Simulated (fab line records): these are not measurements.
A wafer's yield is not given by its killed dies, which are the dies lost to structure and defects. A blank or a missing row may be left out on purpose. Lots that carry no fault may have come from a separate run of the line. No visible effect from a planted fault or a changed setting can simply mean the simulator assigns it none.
Matching of chambers -- flow n5Finfet -- N5_BEOL_M7_CMP_52 on cmp-02 has 4 sister chambers
The step polishes, stops on SiCOH lowk, t overpolish 6.9 s, target thk 80 nm. 8 wafers are shown with their chamber, then 10 later ones without.

WAFERS PAIRED WITH THEIR CHAMBERS
wafer,chamber,motorCurrentA (A),timeToEndpointS (s)
L094.5,0,5.0,60.1
L085.2,1,5.0,62.9
L085.4,0,5.1,60.1
L090.1,2,6.0,65.0
L090.3,3,6.7,59.2
L090.6,1,5.2,64.4
L092.2,3,6.6,57.5
L092.4,2,6.3,60.9

WAFERS WITH NO CHAMBER GIVEN
wafer,motorCurrentA (A),timeToEndpointS (s)
L092.6,5.5,61.5
L093.2,6.4,63.2
L093.3,5.0,59.4
L093.6,6.5,59.9
L096.1,6.6,61.9
L096.4,6.2,61.7
L096.5,5.1,58.7
L086.3,6.1,62.8
L086.4,6.4,57.6
L086.5,6.0,60.3

WHICH CHAMBER EACH WENT THROUGH
wafer,from the rows above,in truth
L092.6,can't be placed: 1 or 0 or 2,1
L093.2,can't be placed: 2 or 3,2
L093.3,0,0
L093.6,can't be placed: 3 or 2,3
L096.1,can't be placed: 3 or 2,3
L096.4,2,2
L096.5,0,0
L086.3,2,2
L086.4,can't be placed: 3 or 2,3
L086.5,2,2
5 of 10 placed correctly. Unplaceable from these rows: 5, with the true chamber sitting among the candidates in 5. Wrongly placed: 0.
How it was worked out, from the rows above alone: a wafer's distance from a chamber is the root of the sum, over the readings, of the square of ((its reading less the chamber's mean) divided by the reading's scatter). If the next closest chamber is less than 2 further off than the closest, the wafer can't be placed; otherwise it belongs to the closest. For every chamber, the mean is computed from those of its wafers that are shown. The scatter: the root of (the sum of the squares of (reading less its chamber's mean) over the shown wafers, divided by (wafers less chambers)).
